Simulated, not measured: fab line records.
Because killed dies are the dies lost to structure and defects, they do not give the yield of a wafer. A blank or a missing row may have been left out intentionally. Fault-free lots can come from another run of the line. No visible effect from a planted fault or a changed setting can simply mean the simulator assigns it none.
A lot that was struck, set against a sound lot	flow nand_harc	14 out of 1302 route steps
Sound: the wafers L576.1, L576.3, L576.4. Wafers struck: L577.2, L577.3, L577.6. Last of all comes the cause.
For every step that has rows: the tool of each side, followed by ch and its chambers, followed by its first start. Under that, the readings that differ: sound wafers	struck wafers	difference of the means	sigmas: that difference in standard deviations of wafers without a fault.
alike: a reading whose means differ by less than 2 such deviations, as well as words and numbers matching on both sides. not compared: withheld readings; readings where some wafer has no value; bounds like >300 that might hide an equal value; numbers whose values overlap and for which the record gives no deviation.
The two part at a step that has a row with sigmas, a row that says differs or no value, or rows on one side only. Non-overlapping numbers with no deviation appear without sigmas and do not part them. Lack of a reading on every wafer of one side parts them only where that side has two or more wafers.

first, 1 step without rows for these wafers: NHARC_A_BLC_DESCUM_15 (chemistry O2, time 3 s).
NHARC_A_BLC_ETCH_16: etches the open film in CF4, target depth 39 nm, time 65 s.
  sound on rie_diel-02 ch 0,1,3, day 22 23:29; struck on rie_diel-02 ch 0,3, day 22 22:22
  alike: drypump_motor_current_A, oes_product_au, rf_vpp_V, showerhead_plenum_p_Torr, throttle_valve_pct
  not compared: rf_hours_counter_h
then, 1 step without rows for these wafers: NHARC_A_BLC_ETCH_17 (etches the open film in N2/H2, target depth 390 nm, time 609.38 s).
NHARC_A_BLC_ETCH_18: etches the open film in C4F8/O2/Ar, target depth 910 nm.
  sound on rie_diel-02 ch 1,2,3; struck on rie_diel-02 ch 0,1,3
  alike: oes_product_au, rf_vpp_V
  not compared: rf_hours_counter_h
NHARC_A_BLC_CD_MEAS_19:
  sound on cd_sem-01, day 23 00:22; struck on cd_sem-01, day 22 23:16
  alike: cd_nm
then, 1 step without rows for these wafers: NHARC_A_BLC_STRIP_29 (strips in CF4).
NHARC_A_BLC_STRIP_21: strips in O2.
  sound on rie_diel-07 ch 0,1,3, day 23 00:34; struck on rie_diel-09 ch 0,2,3, day 22 23:28
reading	sound	struck	difference	sigmas
showerhead_plenum_p_Torr (Torr)	3.29 3.52 3.45	3.74 3.56 3.61	+0.22	+2
  alike: drypump_motor_current_A, oes_product_au, rf_vpp_V, throttle_valve_pct
  not compared: rf_hours_counter_h
then, 1 step without rows for these wafers: NHARC_A_BLC_STRIP_22 (strips in post etch residue remover, time 600 s).
NHARC_A_BLC_DEGAS_30: time 60 s.
  sound on pvd_sputter-01, day 23 00:58; struck on pvd_sputter-02, day 22 23:52
  alike: heater_power_w
then, 1 step without rows for these wafers: NHARC_A_BLC_PRE_CLEAN_31 (time 15 s).
NHARC_A_BLC_PVD_32: deposits Ti, target thk 5 nm, time 17.7 s.
  sound on pvd_sputter-01; struck on pvd_sputter-02
  alike: cathode_dc_power_W, throttle_valve_pct
then, 1 step without rows for these wafers: NHARC_A_BLC_ALD_23 (deposits TiN, target thk 3 nm, pulse time 1 s, ald cycles 150).
NHARC_A_BLC_CVD_24: deposits W, target thk 150 nm, time 434 s.
  sound on cvd_w-01 ch 0,1, day 23 01:29; struck on cvd_w-02 ch 0,1, day 23 01:04
reading	sound	struck	difference	sigmas
heater_power_outer_w (W)	372 367 331	276 242 275	-92	-2
heater_power_w (W)	619 604 558	505 437 491	-116	-2
  alike: mfc_wf6_sccm, throttle_valve_pct
NHARC_A_BLC_CMP_25: polishes, t overpolish 30 s, target thk 150 nm.
  sound on cmp-04 ch 0,1,2, day 23 01:56; struck on cmp-04 ch 0,2,3, day 23 01:38
reading	sound	struck	difference	sigmas
time_to_endpoint_s (s)	27.8 31.8 26.8	58.6 56.9 55.8	+28.3	+11
  alike: motor_current_A, overpolish_run_s

WHERE THEY PART
First at NHARC_A_BLC_STRIP_21; last, within this record, at NHARC_A_BLC_CMP_25.

WHY: whatever the simulator had introduced
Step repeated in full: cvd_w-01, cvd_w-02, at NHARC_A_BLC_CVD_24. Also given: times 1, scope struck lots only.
